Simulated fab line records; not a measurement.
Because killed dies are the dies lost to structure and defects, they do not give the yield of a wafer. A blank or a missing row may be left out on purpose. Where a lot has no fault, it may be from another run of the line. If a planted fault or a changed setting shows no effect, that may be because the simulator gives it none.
Matching of chambers	flow n5_finfet	pecvd-01 running N5_BEOL_M4_DEP_57: 3 sister chambers
The step deposits SiCN from 3MS/NH3, target thk 8 nm, time 14 s. 22 wafers are shown with their chamber, then 11 later ones without.

== WAFERS PAIRED WITH THEIR CHAMBERS ==
wafer	chamber	showerhead_plenum_p_Torr (Torr)	throttle_valve_pct (%)
L078.2	1	3.642	9.0
L078.5	2	3.645	8.9
L078.6	1	3.636	8.7
L077.1	2	3.651	9.1
L077.4	0	3.682	9.1
L077.5	2	3.650	8.9
L080.2	0	3.663	9.0
L080.5	0	3.677	9.1
L080.6	1	3.650	8.4
L082.2	1	3.643	8.7
L082.3	2	3.646	8.7
L082.5	0	3.675	9.1
L083.1	1	3.635	8.5
L083.3	2	3.649	9.1
L083.4	0	3.681	8.9
L084.2	0	3.672	9.1
L084.3	1	3.655	8.6
L084.4	1	3.636	8.8
L085.3	0	3.679	9.2
L085.5	2	3.651	9.3
L085.6	1	3.631	8.6
L086.4	1	3.644	8.6

SIGNATURES, as means of the wafers listed above
reading	chamber 0	chamber 1	chamber 2	scatter within a chamber
showerhead_plenum_p_Torr	3.67557	3.64133	3.64867	0.00635
throttle_valve_pct	9.071	8.656	9.000	0.165
Rule: a wafer's distance from a chamber is the root of the sum, over the readings, of the square of ((its reading less the chamber's mean) divided by the reading's scatter). The wafer belongs to the nearest chamber; if the next one is less than 2 further off, it can't be placed. The scatter: take each reading less its chamber's mean, square it, sum over the shown wafers, divide by the number of wafers less the number of chambers, and take the root.

== WAFERS WHOSE CHAMBER IS MISSING ==
wafer	showerhead_plenum_p_Torr (Torr)	throttle_valve_pct (%)
L086.5	3.680	9.0
L086.6	3.654	9.0
L088.2	3.651	8.7
L088.4	3.648	8.7
L088.6	3.652	8.7
L089.1	3.648	9.0
L089.2	3.637	9.2
L089.3	3.649	9.0
L097.3	3.676	9.0
L097.5	3.683	9.1
L097.6	3.632	8.8

== CHAMBER TAKEN BY EACH ==
wafer	from the rows above	in truth
L086.5	0	0
L086.6	2	2
L088.2	can't be placed: 1 or 2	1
L088.4	can't be placed: 1 or 2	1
L088.6	can't be placed: 1 or 2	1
L089.1	2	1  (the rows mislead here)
L089.2	can't be placed: 2 or 1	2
L089.3	2	2
L097.3	0	0
L097.5	0	0
L097.6	can't be placed: 1 or 2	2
5 of 11 placed correctly. Unplaceable from these rows: 5, with the true chamber sitting among the candidates in 5. Number placed wrongly: 1.
